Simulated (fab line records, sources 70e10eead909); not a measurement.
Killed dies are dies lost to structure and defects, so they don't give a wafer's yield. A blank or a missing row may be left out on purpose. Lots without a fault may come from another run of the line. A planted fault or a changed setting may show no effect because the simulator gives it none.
fab line records | flow nand_harc
record lots=13 wafers=39 last_day=33
route steps=1302 shown A_STAIRCASE@678 THIN_TSV@1268 END@1302
lots that met no fault: from a run of the same line without faults
start_h: hours from the record's first day to the start of the lot's first wafer shown | wait_h: hours since the lot's step before | " the same as in the row above | L1.1+2: a row that stands for several wafers | - no value, or no start given | * or withheld: withheld | < > ~ a bound
route shown NAME@n: a module of which the file shows steps, and the number in the route of the first | usual: mean/standard deviation of fault-free wafers | same: alike in all rows | chamber/n: place in a boat | sites: the reading at each site | _std_site: their standard deviation | _edge_site: outer sites' mean less inner sites' | radius_mm: how far each site lies from the wafer's centre | mask NAME#n: copy n | behind: the tool/chamber that last shaped the wafer | hold: why the lot was held/for how many hours/how that ended | device: the transistor (n, p or np) that didn't switch | end of line: the same wafers' tests at the end of the route | a step without rows: its recipe alone | killed: dies lost to structure and defects at the first sort, not the wafer's yield | map: a wafer's dies, x killed, . not, _ none there
set.NAME: the setting as run; set.NAME@STEP: as run at that earlier step | model.NAME: the simulator's own value behind a step, which no gauge read
steps of the route over a sample of lots; a table a step, a row a wafer
services: from which hour (start_h, from the record's first day; less than 0 if before it) a tool's chamber was out of use, for how many hours, and why
## steps
# step NHARC_A_STAIRCASE_ETCH_21
# recipe target_depth_a=1000 time_s=40.5 ion_energy_ev=400 c4f8_flow_sccm=20 o2_flow_sccm=10 ar_flow_sccm=withheld rf_w=600 bias_w=1000 chemistry=C4F8/O2
# usual chamber_pressure_mTorr=24.995/0.024 oes_product_au=0.952/0.018 rf_vpp_V=894/4.6
# columns lot.wafer tool chamber start_h wait_h chamber_pressure_mTorr oes_product_au rf_hours_counter_h rf_vpp_V
L798.1 rie_diel-12 2 356.63 - 25.023 0.938 28 896
L798.3 " 1 " " 24.985 0.947 22 897
L798.6 " 3 " " 24.973 0.923 - 889
L797.3 rie_diel-05 2 356.74 - 24.978 0.938 42 896
L797.2 " 1 " " 24.991 0.933 44 888
L797.6 " 2 " " 25.037 0.925 - 895
L799.3 rie_diel-05 2 380.41 - 24.980 0.968 48 895
L799.6 " 0 " " 24.974 0.965 - 894
L799.5 " 1 " " 25.024 0.965 - 890
L800.3 rie_diel-12 1 388.44 - 24.991 0.972 29 898
L800.1 " 0 " " 24.980 0.962 30 891
L800.5 " 1 " " 24.976 0.962 - 898
L801.1 rie_diel-05 1 397.66 - 25.000 0.957 53 888
L801.2 " 0 " " 25.008 0.954 48 895
L801.5 " 0 " " 24.974 0.957 - 896
L802.1 rie_diel-12 1 408.40 - 25.014 0.938 35 896
L802.4 " 2 " " 24.986 0.939 41 896
L802.3 " 0 " " 24.986 0.953 37 891
L803.1 rie_diel-03 0 411.43 - 24.979 0.965 33 901
L803.3 " 2 " " 25.004 0.955 38 896
L803.5 " 1 " " 25.014 0.950 - 898
L811.1 rie_diel-12 1 502.06 - 25.003 0.937 17 897
L811.3 " 3 " " 24.985 0.950 19 888
L811.5 " 1 " " 24.992 0.945 - 897
L813.2 rie_diel-12 3 513.08 - 25.039 0.965 25 888
L813.1 " 1 " " 24.994 0.980 22 898
L813.6 " 3 " " 24.972 0.956 - 886
L814.2 rie_diel-05 1 525.47 - 24.994 0.946 37 887
L814.4 " 2 " " 24.983 0.949 26 894
L814.5 " 3 " " 25.009 0.927 - 898
L815.2 rie_diel-03 2 547.39 - 24.988 0.954 32 897
L815.5 " 1 " " 25.034 0.945 - 898
L815.6 " 2 " " 25.008 0.943 - 895
L820.3 rie_diel-05 0 579.60 - 24.999 0.948 48 894
L820.1 " 1 " " 24.992 0.911 55 886
L820.2 " 2 " " 24.977 0.946 47 895
L819.1 rie_diel-03 1 579.79 - 24.991 0.967 32 896
L819.2 " 3 " " 25.012 0.988 39 905
L819.6 " 1 " " 24.940 0.963 - 898
# step NHARC_THIN_TSV_ETCHBACK_48
# recipe target_depth_a=10285 over_etch_frac=0.3 time_s=405.17 ion_energy_ev=250 c4f8_flow_sccm=withheld ar_flow_sccm=withheld rf_w=600 bias_w=300 chemistry=C4F8/Ar
# usual chamber_pressure_mTorr=25.001/0.023 oes_product_au=0.96/0.033 rf_vpp_V=545.9/2.3
# columns lot.wafer tool chamber start_h wait_h chamber_pressure_mTorr oes_product_au rf_hours_counter_h rf_vpp_V
L798.3 rie_diel-02 1 556.81 - 25.051 0.92 6.9 547.9
L798.1 " 3 " " 25.050 0.92 8.2 542.6
L798.6 " 2 " " 24.992 0.92 - 545.2
L797.2 rie_diel-10 0 557.94 - 24.988 0.91 5.5 548.8
L797.3 " 1 " " 25.035 0.92 5.8 546.0
L797.6 " 3 " " 25.010 0.93 - 548.0
L799.3 rie_diel-01 1 574.70 - 24.965 0.99 0.2 542.7
L799.6 " 1 " " 24.983 1.00 - 542.0
L799.5 " 2 " " 25.006 1.00 - 549.1
L800.1 rie_diel-10 1 575.78 - 24.981 0.92 6.7 546.7
L800.3 " 0 " " 24.998 0.91 6.4 548.7
L800.5 " 1 " " 25.013 0.93 - 546.2
L801.2 rie_diel-02 0 595.35 - 24.996 1.00 1.2 546.9
L801.1 " 2 " " 25.020 1.02 1.4 546.6
L801.5 " 3 " " 25.008 1.01 - 542.5
L803.3 rie_diel-02 1 606.04 - 25.028 0.94 1.4 548.4
L803.1 " 3 " " 25.006 0.93 1.8 542.4
L803.5 " 1 " " 24.982 0.93 - 547.4
L802.1 rie_diel-02 1 614.49 - 25.013 0.93 1.8 546.1
L802.3 " 3 " " 24.995 0.93 2.1 542.0
L802.4 " 0 " " 24.990 0.92 1.8 545.3
L811.3 rie_diel-01 3 692.09 - 25.005 0.93 9.5 548.0
L811.1 " 2 " " 24.995 0.93 9.3 548.8
L811.5 " 0 " " 24.988 0.93 - 543.1
L813.1 rie_diel-01 0 705.14 - 25.028 0.97 7.8 543.4
L813.2 " 2 " " 25.041 0.98 10.6 548.6
L813.6 " 0 " " 25.025 0.98 - 543.4
L814.2 rie_diel-02 1 712.51 - 25.001 0.93 7.2 548.5
L814.4 " 2 " " 25.004 0.94 7.5 545.6
L814.5 " 1 " " 25.003 0.93 - 548.7
L815.2 rie_diel-01 1 748.90 - 25.022 0.99 0.4 543.1
L815.5 " 2 " " 25.025 1.00 - 549.2
L815.6 " 3 " " 24.980 1.00 - 547.0
L820.3 rie_diel-02 0 780.46 - 25.045 0.96 1.9 545.2
L820.1 " 1 " " 25.007 0.95 1.7 547.7
L820.2 " 2 " " 24.990 0.96 1.6 546.3
L819.2 rie_diel-01 3 781.78 - 25.006 0.96 3.7 546.3
L819.1 " 0 " " 25.000 0.95 3.5 543.6
L819.6 " 2 " " 24.965 0.97 - 549.2
# step NHARC_THIN_TSV_PRE_CLEAN_54
# recipe time_s=30 temp_c=280 gas=H2/He
# usual heater_power_w=419/27
# columns lot.wafer tool chamber start_h wait_h heater_power_w
L798.3 pvd_sputter-02 - 559.65 0.0 420
L798.1 " - " " 454
L798.6 " - " " 441
L797.2 pvd_sputter-03 - 560.50 0.0 402
L797.3 " - " " 446
L797.6 " - " " 393
L799.3 pvd_sputter-01 - 577.41 0.1 404
L799.5 " - " " 403
L799.6 " - " " 405
L800.1 pvd_sputter-01 - 578.54 0.1 400
L800.3 " - " " 395
L800.5 " - " " 389
L801.1 pvd_sputter-02 - 597.95 0.1 426
L801.2 " - " " 408
L801.5 " - " " 447
L803.3 pvd_sputter-01 - 608.65 0.1 407
L803.1 " - " " 393
L803.5 " - " " 378
L802.1 pvd_sputter-02 - 617.08 0.1 422
L802.4 " - " " 408
L802.3 " - " " 448
L811.3 pvd_sputter-02 - 694.73 0.1 414
L811.1 " - " " 424
L811.5 " - " " 470
L813.1 pvd_sputter-02 - 707.82 0.1 414
L813.2 " - " " 422
L813.6 " - " " 453
L814.4 pvd_sputter-01 - 715.12 0.1 407
L814.2 " - " " 385
L814.5 " - " " 438
L815.2 pvd_sputter-02 - 751.41 0.1 461
L815.5 " - " " 417
L815.6 " - " " 422
L820.3 pvd_sputter-01 - 783.31 0.0 428
L820.2 " - " " 408
L820.1 " - " " 401
L819.2 pvd_sputter-03 - 784.44 0.0 434
L819.1 " - " " 420
L819.6 " - " " 397
# step NHARC_THIN_TSV_CD_MEAS_33
# recipe target_cd_nm=5000 landing_energy_ev=500
# usual cd_nm=5001.1/1.9
# columns lot.wafer tool chamber start_h wait_h cd_nm
L798.1 cd_sem-01 0 560.61 - 5001.9
L798.3 " 0 " " 4998.9
L798.6 " 0 " " 5001.6
L797.2 cd_sem-02 0 561.45 - 5000.7
L797.3 " 0 " " 5000.1
L797.6 " 0 " " 4999.9
L799.3 cd_sem-02 0 578.47 - 4997.9
L799.5 " 0 " " 4996.0
L799.6 " 0 " " 4999.7
L800.1 cd_sem-02 0 579.58 - 4998.2
L800.3 " 0 " " 5001.6
L800.5 " 0 " " 5003.4
L801.1 cd_sem-03 0 598.99 - 5002.3
L801.2 " 0 " " 5000.6
L801.5 " 0 " " 5000.6
L803.1 cd_sem-02 0 609.71 - 5000.4
L803.3 " 0 " " 5001.9
L803.5 " 0 " " 5001.0
L802.1 cd_sem-01 0 618.15 - 4999.1
L802.3 " 0 " " 5000.3
L802.4 " 0 " " 5000.8
L811.1 cd_sem-01 0 695.86 - 5003.5
L811.3 " 0 " " 5001.0
L811.5 " 0 " " 5002.1
L813.1 cd_sem-03 0 708.87 - 5000.1
L813.2 " 0 " " 5002.1
L813.6 " 0 " " 5004.5
L814.2 cd_sem-01 0 716.05 - 5004.5
L814.4 " 0 " " 5002.0
L814.5 " 0 " " 5000.1
L815.2 cd_sem-02 0 752.32 - 5003.3
L815.5 " 0 " " 4999.5
L815.6 " 0 " " 5003.1
L820.1 cd_sem-01 0 784.24 - 5002.1
L820.2 " 0 " " 5000.6
L820.3 " 0 " " 5000.9
L819.1 cd_sem-01 0 785.51 - 5000.3
L819.2 " 0 " " 5002.1
L819.6 " 0 " " 5003.8
# step NHARC_END_SORT_01
# recipe temp_c=25
# usual killed_at_array=65/19 killed_at_other=0.9/1.1 killed_at_periphery=3.5/2.3 killed_dies=69/19 killed_open=3.2/1.8 killed_short=2.4/1.5
# same gross_dies=677
# columns lot.wafer tool chamber start_h wait_h killed_at_array killed_at_other killed_at_periphery killed_dies killed_open killed_short
L797.2 prober-01 0 574.76 2.8 55 0 4 59 2 1
L797.3 prober-01 0 575.55 3.1 60 0 3 63 3 2
L797.6 prober-01 0 577.93 4.0 59 1 2 62 2 1
L811.1 prober-01 0 704.96 2.5 78 0 0 78 1 0
L811.3 prober-01 0 706.55 3.1 70 0 3 73 5 2
L811.5 prober-01 0 708.15 3.7 75 0 0 75 2 5
L813.1 prober-01 0 722.63 2.5 101 0 6 107 2 2
L813.2 prober-01 0 723.42 2.8 169 0 4 173 2 2
L813.6 prober-01 0 726.59 4.0 158 0 9 167 2 4
# killed by level:class
L797.2 A_CHANNEL_HOLE_D2:chamber_film_flake=32 A_CHANNEL_HOLE_D1:chamber_film_flake=18 P_STI:chamber_film_flake=2 A_STAIRCASE:chamber_film_flake=2 P_M1:geometric_particle:short=1 A_ONON_D2:geometric_particle:open=1 A_CONTACT:geometric_particle:open=1 P_BONDPAD:chamber_film_flake=1
L797.3 A_CHANNEL_HOLE_D2:chamber_film_flake=26 A_CHANNEL_HOLE_D1:chamber_film_flake=22 P_GATE:chamber_film_flake=2 A_STAIRCASE:chamber_film_flake=2 A_WL_FILL:chamber_film_flake=2 A_CONTACT:chamber_film_flake=2 A_SOURCE_PLATE:geometric_particle:open=1 A_DECK1_JOINT:geometric_particle:short=1
L797.6 A_CHANNEL_HOLE_D1:chamber_film_flake=28 A_CHANNEL_HOLE_D2:chamber_film_flake=23 A_CONTACT:chamber_film_flake=4 A_CHANNEL_FILL_D2:geometric_particle:open=1 A_M0:geometric_particle:open=1 STARTING-WAFER:geometric_particle:short=1 P_ZERO_WELL:chamber_film_flake=1 P_STI:chamber_film_flake=1
L811.1 A_SLIT:chamber_film_flake=40 A_CHANNEL_HOLE_D1:chamber_film_flake=31 A_SGD_CUT:chamber_film_flake=2 A_CONTACT:chamber_film_flake=2 A_CHANNEL_HOLE_D2:geometric_particle:open=1 A_CHANNEL_FILL_D1:chamber_film_flake=1 A_CHANNEL_HOLE_D2:chamber_film_flake=1
L811.3 A_CHANNEL_HOLE_D1:chamber_film_flake=32 A_SLIT:chamber_film_flake=31 A_WL_FILL:chamber_film_flake=2 P_CONTACT:geometric_particle:open=1 P_M1:geometric_particle:short=1 P_M1:geometric_particle:open=1 A_ONON_D2:geometric_particle:short=1 A_ONON_D2:geometric_particle:open=1
L811.5 A_SLIT:chamber_film_flake=37 A_CHANNEL_HOLE_D1:chamber_film_flake=25 A_DECK1_JOINT:chamber_film_flake=3 A_SOURCE_PLATE:geometric_particle:short=1 A_CHANNEL_FILL_D1:geometric_particle:short=1 A_DECK1_JOINT:geometric_particle:short=1 A_WL_FILL:geometric_particle:short=1 A_WL_FILL:geometric_particle:open=1
L813.1 A_CHANNEL_HOLE_D1:chamber_film_flake=37 A_SLIT:chamber_film_flake=33 A_CHANNEL_HOLE_D2:chamber_film_flake=21 P_BONDPAD:chamber_film_flake=5 A_CONTACT:chamber_film_flake=3 A_DECK1_JOINT:chamber_film_flake=2 A_STAIRCASE:chamber_film_flake=2 P_GATE:geometric_particle:open=1
L813.2 A_STAIRCASE:unspecified=95 A_SLIT:chamber_film_flake=37 A_CHANNEL_HOLE_D2:chamber_film_flake=21 A_CHANNEL_HOLE_D1:chamber_film_flake=7 P_BONDPAD:chamber_film_flake=4 A_CONTACT:chamber_film_flake=3 A_M0:geometric_particle:short=2 A_WL_FILL:geometric_particle:open=1
L813.6 A_STAIRCASE:unspecified=88 A_SLIT:chamber_film_flake=30 A_CHANNEL_HOLE_D2:chamber_film_flake=18 A_CHANNEL_HOLE_D1:chamber_film_flake=16 P_BONDPAD:chamber_film_flake=5 A_CHANNEL_FILL_D2:geometric_particle:short=2 A_WL_FILL:geometric_particle:short=2 P_M0:geometric_particle:open=1
## services
# columns tool chamber start_h hours kind
rie_diel-01 1 355.44 1.6 repair
rie_diel-12 - 376.64 0.5 repair
rie_diel-01 - 380.80 9.0 pm
rie_diel-02 - 393.70 9.0 pm
pvd_sputter-01 - 399.71 5.0 repair
rie_diel-12 3 401.05 5.6 repair
rie_diel-05 - 407.07 9.0 pm
rie_diel-12 - 447.42 9.0 pm
pvd_sputter-02 - 460.45 10.0 pm
rie_diel-02 1 461.11 4.4 repair
rie_diel-02 - 481.79 0.2 repair
rie_diel-02 - 570.70 9.0 pm
rie_diel-02 - 586.51 1.9 repair
pvd_sputter-02 - 589.95 0.8 repair
rie_diel-02 0 616.43 16.0 repair
rie_diel-02 1 626.41 2.0 repair
rie_diel-02 3 628.43 9.5 repair
pvd_sputter-02 - 638.45 10.0 pm
rie_diel-02 2 669.11 2.5 repair
rie_diel-02 2 677.64 2.0 repair
rie_diel-02 - 700.29 0.9 repair
rie_diel-02 - 747.70 9.0 pm
rie_diel-02 3 776.11 6.8 repair
rie_diel-02 - 776.37 0.2 repair
## key
first_sign step=NHARC_END_SORT_01 reading=killed_dies direction=up sigmas=5.2 usual=69 struck=170
effect step=NHARC_END_SORT_01 reading=killed_at_array direction=up sigmas=5.2 usual=65 struck=164
more_kills_born_at NHARC_A_STAIRCASE_ETCH_21@rie_diel-12=183
met_at NHARC_A_STAIRCASE_ETCH_21
struck_lots L813
struck_wafers L813.2,L813.6
tester_left_out L813
not_acting_at NHARC_THIN_TSV_ETCHBACK_48,NHARC_THIN_TSV_PRE_CLEAN_54,NHARC_THIN_TSV_CD_MEAS_33
onset_between 502.06 513.08
fault kind=chamber_particle_source tool=rie_diel-12 chamber=3 onset_h=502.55 steps=NHARC_A_STAIRCASE_ETCH_21 rate_per_visit_cm2=1.5784 end_h=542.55
# tester_left_out: of these lots the tester's yield and bins aren't shown, on N5 and GAA mostly nor the transistor test; their killed dies are dies lost to structure and defects alone, not to doping, threshold or leakage, so they don't give the yield
